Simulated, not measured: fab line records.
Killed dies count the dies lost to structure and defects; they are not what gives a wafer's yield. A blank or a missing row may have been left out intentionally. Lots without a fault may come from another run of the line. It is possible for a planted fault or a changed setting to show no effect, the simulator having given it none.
Which tool was responsible? || flow nand-harc || 13 lots with 39 wafers sampled at 5 steps, on a route of 1159 steps

WHAT EACH GAUGE READ, for each wafer
NHARC_THIN_TSV_CD_MEAS_33: the cd target is 5000 nm.
{"lot": "L432", "measured": "day 18 23:12", "on": "cd-sem-01", "cd-nm (nm)": "5000.6 4999.1 4998.4"}
{"lot": "L431", "measured": "day 19 08:59", "on": "cd-sem-02", "cd-nm (nm)": "5001.4 4999.6 4999.5"}
{"lot": "L433", "measured": "day 19 03:31", "on": "cd-sem-01", "cd-nm (nm)": "5000.4 5001.2 5000.1"}
{"lot": "L434", "measured": "day 19 04:43", "on": "cd-sem-03", "cd-nm (nm)": "5002.3 5000.6 5002.6"}
{"lot": "L435", "measured": "day 19 16:12", "on": "cd-sem-03", "cd-nm (nm)": "4999.4 5000.3 4998.7"}
{"lot": "L436", "measured": "day 19 15:02", "on": "cd-sem-01", "cd-nm (nm)": "4999.4 4997.7 4998.2"}
{"lot": "L443", "measured": "day 21 15:56", "on": "cd-sem-02", "cd-nm (nm)": "5000.8 5002.5"}
{"lot": "L445", "measured": "day 22 10:33", "on": "cd-sem-01", "cd-nm (nm)": "5001.6 5000.8 5001.3"}
{"lot": "L447", "measured": "day 23 07:43", "on": "cd-sem-02", "cd-nm (nm)": "4998.3 5000.4 4999.3"}
{"lot": "L451", "measured": "day 24 01:08", "on": "cd-sem-03", "cd-nm (nm)": "4999.3 4998.1 5000.6"}
{"lot": "L452", "measured": "day 23 23:56", "on": "cd-sem-03", "cd-nm (nm)": "4999.1 5000.1 5000.2"}
{"lot": "L453", "measured": "day 23 13:36", "on": "cd-sem-02", "cd-nm (nm)": "5001.8 5000.2 5001.3"}
{"lot": "L454", "measured": "day 24 15:43", "on": "cd-sem-01", "cd-nm (nm)": "5000.6 5001.1 4997.4"}

NHARC_END_SORT_01.
{"lot": "L431", "measured": "day 20 03:38", "on": "prober-01", "defect-limited-yield (%)": "97.3 97.3 97.6", "killed-at-array": "13 15 12", "killed-at-other": "2 0 2", "killed-at-periphery": "3 3 2", "killed-dies": "18 18 16", "killed-open": "4 5 6", "killed-short": "2 4 0", "sort_bin_2_pct (%)": "0.3 0.6 0.4", "sort_bin_3_pct (%)": "0.30 0.15 0", "sort_bin_4_pct (%)": "2.1 1.9 1.9", "sort-n-pass": "659 659 661", "sort-rim-yield-pct (%)": "95 96 94", "sort-yield-pct (%)": "97.3 97.3 97.6"}
{"lot": "L443", "measured": "day 22 01:46", "on": "prober-02", "defect-limited-yield (%)": "0 95.4 95.6", "killed-at-array": "18 30 22", "killed-at-other": "1 0 0", "killed-at-periphery": "658 1 8", "killed-dies": "677 31 30", "killed-open": "2 3 5", "killed-short": "4 2 2", "sort_bin_2_pct (%)": "98.1 1.3 1.6", "sort_bin_3_pct (%)": "0.15 0 0", "sort_bin_4_pct (%)": "1.8 3.2 2.8", "sort-n-pass": "0 646 647", "sort-rim-yield-pct (%)": "0 89 92", "sort-yield-pct (%)": "0 95.4 95.6"}
{"lot": "L445", "measured": "day 22 18:03", "on": "prober-02", "defect-limited-yield (%)": "97.2 96.3 95.6", "killed-at-array": "18 24 25", "killed-at-other": "0 0 1", "killed-at-periphery": "1 1 4", "killed-dies": "19 25 30", "killed-open": "5 4 8", "killed-short": "0 0 1", "sort_bin_2_pct (%)": "0.7 1.3 1.2", "sort_bin_3_pct (%)": "0 0.15 0", "sort_bin_4_pct (%)": "2.1 2.2 3.2", "sort-n-pass": "658 652 647", "sort-rim-yield-pct (%)": "92 94 97", "sort-yield-pct (%)": "97.2 96.3 95.6"}
{"lot": "L447", "measured": "day 23 16:44", "on": "prober-02", "defect-limited-yield (%)": "97.5 97.2 98.4", "killed-at-array": "16 17 11", "killed-at-other": "0 0 0", "killed-at-periphery": "1 2 0", "killed-dies": "17 19 11", "killed-open": "1 1 3", "killed-short": "3 4 0", "sort_bin_2_pct (%)": "0.4 0.7 0.6", "sort_bin_3_pct (%)": "0 0.15 0", "sort_bin_4_pct (%)": "2.1 1.9 1.0", "sort-n-pass": "660 658 666", "sort-rim-yield-pct (%)": "97 96 98", "sort-yield-pct (%)": "97.5 97.2 98.4"}
{"lot": "L451", "measured": "day 24 10:29", "on": "prober-01", "defect-limited-yield (%)": "93.5 93.1 91.4", "killed-at-array": "43 42 55", "killed-at-other": "0 1 1", "killed-at-periphery": "1 4 2", "killed-dies": "44 47 58", "killed-open": "1 3 3", "killed-short": "4 0 1", "sort_bin_2_pct (%)": "3.4 2.1 2.1", "sort_bin_3_pct (%)": "0.44 0.15 0.59", "sort_bin_4_pct (%)": "2.7 4.7 5.9", "sort-n-pass": "633 630 619", "sort-rim-yield-pct (%)": "92 92 91", "sort-yield-pct (%)": "93.5 93.1 91.4"}
{"lot": "L453", "measured": "day 24 00:30", "on": "prober-01", "defect-limited-yield (%)": "95.4 95.4 95.3", "killed-at-array": "26 24 27", "killed-at-other": "1 3 0", "killed-at-periphery": "4 4 5", "killed-dies": "31 31 32", "killed-open": "3 3 5", "killed-short": "2 2 0", "sort_bin_2_pct (%)": "1.0 1.0 2.5", "sort_bin_3_pct (%)": "0.44 0.30 0", "sort_bin_4_pct (%)": "3.1 3.2 2.2", "sort-n-pass": "646 646 645", "sort-rim-yield-pct (%)": "92 92 92", "sort-yield-pct (%)": "95.4 95.4 95.3"}

TOOL THAT RAN EACH LOT (tool first, then ch and the chambers of the sampled wafers, then the start)
{"lot": "L432", "NHARC_P_BONDPAD_PVD_27": "pvd-sputter-02, day 6 15:32", "NHARC_THIN_TSV_ETCH_15": "rie-si-04 ch 2,3, day 18 17:50", "NHARC_THIN_TSV_CMP_21": "cmp-02 ch 0,1,2, day 18 21:40"}
{"lot": "L431", "NHARC_P_BONDPAD_PVD_27": "pvd-sputter-02, day 6 16:08", "NHARC_THIN_TSV_ETCH_15": "rie-si-06 ch 2,3, day 19 03:42", "NHARC_THIN_TSV_CMP_21": "cmp-03 ch 0,2, day 19 07:24"}
{"lot": "L433", "NHARC_P_BONDPAD_PVD_27": "pvd-sputter-01, day 7 04:13", "NHARC_THIN_TSV_ETCH_15": "rie-si-05 ch 2,3, day 18 22:04", "NHARC_THIN_TSV_CMP_21": "cmp-01 ch 0,1,3, day 19 02:02"}
{"lot": "L434", "NHARC_P_BONDPAD_PVD_27": "pvd-sputter-02, day 7 04:41", "NHARC_THIN_TSV_ETCH_15": "rie-si-04 ch 0,1,2, day 18 23:26", "NHARC_THIN_TSV_CMP_21": "cmp-01 ch 0,1, day 19 03:05"}
{"lot": "L435", "NHARC_P_BONDPAD_PVD_27": "pvd-sputter-01, day 7 07:09", "NHARC_THIN_TSV_ETCH_15": "rie-si-05 ch 1,2,3, day 19 10:52", "NHARC_THIN_TSV_CMP_21": "cmp-01 ch 0,1,2, day 19 14:34"}
{"lot": "L436", "NHARC_P_BONDPAD_PVD_27": "pvd-sputter-03, day 7 14:20", "NHARC_THIN_TSV_ETCH_15": "rie-si-06 ch 0,1,3, day 19 09:45", "NHARC_THIN_TSV_CMP_21": "cmp-01 ch 0,2,3, day 19 13:23"}
{"lot": "L443", "NHARC_P_BONDPAD_PVD_27": "pvd-sputter-03, day 9 17:40", "NHARC_THIN_TSV_ETCH_15": "rie-si-05 ch 2,3, day 21 10:50", "NHARC_THIN_TSV_CMP_21": "cmp-03 ch 0,2, day 21 14:22"}
{"lot": "L445", "NHARC_P_BONDPAD_PVD_27": "pvd-sputter-01, day 10 03:56", "NHARC_THIN_TSV_ETCH_15": "rie-si-05 ch 0,1,2, day 22 04:58", "NHARC_THIN_TSV_CMP_21": "cmp-02 ch 0,1,2, day 22 08:59"}
{"lot": "L447", "NHARC_P_BONDPAD_PVD_27": "pvd-sputter-02, day 10 11:52", "NHARC_THIN_TSV_ETCH_15": "rie-si-06 ch 0,1,3, day 23 02:39", "NHARC_THIN_TSV_CMP_21": "cmp-01 ch 0,2,3, day 23 06:16"}
{"lot": "L451", "NHARC_P_BONDPAD_PVD_27": "pvd-sputter-01, day 11 13:13", "NHARC_THIN_TSV_ETCH_15": "rie-si-04 ch 1,3, day 23 20:11", "NHARC_THIN_TSV_CMP_21": "cmp-01 ch 0,2,3, day 23 23:40"}
{"lot": "L452", "NHARC_P_BONDPAD_PVD_27": "pvd-sputter-01, day 11 19:19", "NHARC_THIN_TSV_ETCH_15": "rie-si-05 ch 1,2,3, day 23 18:44", "NHARC_THIN_TSV_CMP_21": "cmp-01 ch 0,2,3, day 23 22:22"}
{"lot": "L453", "NHARC_P_BONDPAD_PVD_27": "pvd-sputter-02, day 11 20:55", "NHARC_THIN_TSV_ETCH_15": "rie-si-06 ch 0,1,3, day 23 08:35", "NHARC_THIN_TSV_CMP_21": "cmp-01 ch 1,2,3, day 23 12:07"}
{"lot": "L454", "NHARC_P_BONDPAD_PVD_27": "pvd-sputter-02, day 12 05:23", "NHARC_THIN_TSV_ETCH_15": "rie-si-04 ch 1,2,3, day 24 10:17", "NHARC_THIN_TSV_CMP_21": "cmp-03 ch 0,1, day 24 14:07"}
- NHARC_P_BONDPAD_PVD_27: deposits Cu, target thk 30 nm, time 20.49 s.
- NHARC_THIN_TSV_ETCH_15: target depth 3000 nm, bosch target overetch cycles 2, bosch etch step 2.8 s.
- NHARC_THIN_TSV_CMP_21: polishes, t overpolish 30 s, target thk 2000 nm.

AS READ BY THE TOOLS THEMSELVES (means over the sampled wafers that have a number; for cases with no such wafer, the mark the record gives instead)
NHARC_P_BONDPAD_PVD_27.
{"lot": "L432", "tool": "pvd-sputter-02", "throttle-valve-pct (%)": 30.7}
{"lot": "L431", "tool": "pvd-sputter-02", "throttle-valve-pct (%)": 30.1}
{"lot": "L433", "tool": "pvd-sputter-01", "throttle-valve-pct (%)": 30.5}
{"lot": "L434", "tool": "pvd-sputter-02", "throttle-valve-pct (%)": 30.7}
{"lot": "L435", "tool": "pvd-sputter-01", "throttle-valve-pct (%)": 30.6}
{"lot": "L436", "tool": "pvd-sputter-03", "throttle-valve-pct (%)": 31.0}
{"lot": "L443", "tool": "pvd-sputter-03", "throttle-valve-pct (%)": 30.2}
{"lot": "L445", "tool": "pvd-sputter-01", "throttle-valve-pct (%)": 30.3}
{"lot": "L447", "tool": "pvd-sputter-02", "throttle-valve-pct (%)": 30.5}
{"lot": "L451", "tool": "pvd-sputter-01", "throttle-valve-pct (%)": 30.2}
{"lot": "L452", "tool": "pvd-sputter-01", "throttle-valve-pct (%)": 30.6}
{"lot": "L453", "tool": "pvd-sputter-02", "throttle-valve-pct (%)": 30.2}
{"lot": "L454", "tool": "pvd-sputter-02", "throttle-valve-pct (%)": 30.2}

NHARC_THIN_TSV_ETCH_15.
{"lot": "L432", "tool": "rie-si-04", "drypump-motor-current-A (A)": 5.4}
{"lot": "L431", "tool": "rie-si-06", "drypump-motor-current-A (A)": 5.8}
{"lot": "L433", "tool": "rie-si-05", "drypump-motor-current-A (A)": 6.1}
{"lot": "L434", "tool": "rie-si-04", "drypump-motor-current-A (A)": 6.2}
{"lot": "L435", "tool": "rie-si-05", "drypump-motor-current-A (A)": 6.1}
{"lot": "L436", "tool": "rie-si-06", "drypump-motor-current-A (A)": 5.6}
{"lot": "L443", "tool": "rie-si-05", "drypump-motor-current-A (A)": 6.0}
{"lot": "L445", "tool": "rie-si-05", "drypump-motor-current-A (A)": 6.1}
{"lot": "L447", "tool": "rie-si-06", "drypump-motor-current-A (A)": 5.5}
{"lot": "L451", "tool": "rie-si-04", "drypump-motor-current-A (A)": 6.2}
{"lot": "L452", "tool": "rie-si-05", "drypump-motor-current-A (A)": 6.1}
{"lot": "L453", "tool": "rie-si-06", "drypump-motor-current-A (A)": 5.6}
{"lot": "L454", "tool": "rie-si-04", "drypump-motor-current-A (A)": 5.9}

NHARC_THIN_TSV_CMP_21.
{"lot": "L432", "tool": "cmp-02", "motor-current-A (A)": 12.1, "overpolish-run-s (s)": 30.001}
{"lot": "L431", "tool": "cmp-03", "motor-current-A (A)": 12.3, "overpolish-run-s (s)": 30.001}
{"lot": "L433", "tool": "cmp-01", "motor-current-A (A)": 12.1, "overpolish-run-s (s)": 30.000}
{"lot": "L434", "tool": "cmp-01", "motor-current-A (A)": 12.0, "overpolish-run-s (s)": 29.997}
{"lot": "L435", "tool": "cmp-01", "motor-current-A (A)": 12.1, "overpolish-run-s (s)": 30.005}
{"lot": "L436", "tool": "cmp-01", "motor-current-A (A)": 11.6, "overpolish-run-s (s)": 29.994}
{"lot": "L443", "tool": "cmp-03", "motor-current-A (A)": 11.4, "overpolish-run-s (s)": 30.007}
{"lot": "L445", "tool": "cmp-02", "motor-current-A (A)": 11.8, "overpolish-run-s (s)": 29.985}
{"lot": "L447", "tool": "cmp-01", "motor-current-A (A)": 11.3, "overpolish-run-s (s)": 29.992}
{"lot": "L451", "tool": "cmp-01", "motor-current-A (A)": 12.0, "overpolish-run-s (s)": 30.002}
{"lot": "L452", "tool": "cmp-01", "motor-current-A (A)": 11.6, "overpolish-run-s (s)": 29.997}
{"lot": "L453", "tool": "cmp-01", "motor-current-A (A)": 11.7, "overpolish-run-s (s)": 29.997}
{"lot": "L454", "tool": "cmp-03", "motor-current-A (A)": 12.8, "overpolish-run-s (s)": 29.998}

THE ANSWER, worked out from the rows above alone
Rule: usual is defined by the lots themselves. The widest of any qualifying gaps counts: lots, ordered by their means at a reading, are off when they make up no more than a third of the lots, leave a main group of 4 or more, and stand apart from it by 3 or more times the standard deviation of that group's means. Not used: any main group whose means are identical at the precision the tables above print for the reading. Also off: a lot with no number at a reading for which 4 or more lots have one. Where the step has rows for the other lots, those lots are counted as sound. After the gauges, taken in route order, come the tools' own readings; for these a lot's mean is taken, as printed above. The first step at which some lot is off is used, and at that step the reading that is off furthest; a lot without a number counts as furthest.
Off: L443, at NHARC_END_SORT_01 (killed-at-periphery). For the main group the mean is 2.5 and the standard deviation 1.1. Neither off nor sound, because the step has no rows for them: L432, L433, L434, L435, L436, L452, L454.
If a tool, at a process step before that reading, ran all the lots that are off and no sound lot after the first of them, it fits. Those tools and the gauges at NHARC_END_SORT_01 are tried in the same way. This does not decide it: 2 tools fit, namely pvd-sputter-03 at NHARC_P_BONDPAD_PVD_27 and cmp-03 at NHARC_THIN_TSV_CMP_21.

WHAT THE SIMULATOR HAD INSERTED
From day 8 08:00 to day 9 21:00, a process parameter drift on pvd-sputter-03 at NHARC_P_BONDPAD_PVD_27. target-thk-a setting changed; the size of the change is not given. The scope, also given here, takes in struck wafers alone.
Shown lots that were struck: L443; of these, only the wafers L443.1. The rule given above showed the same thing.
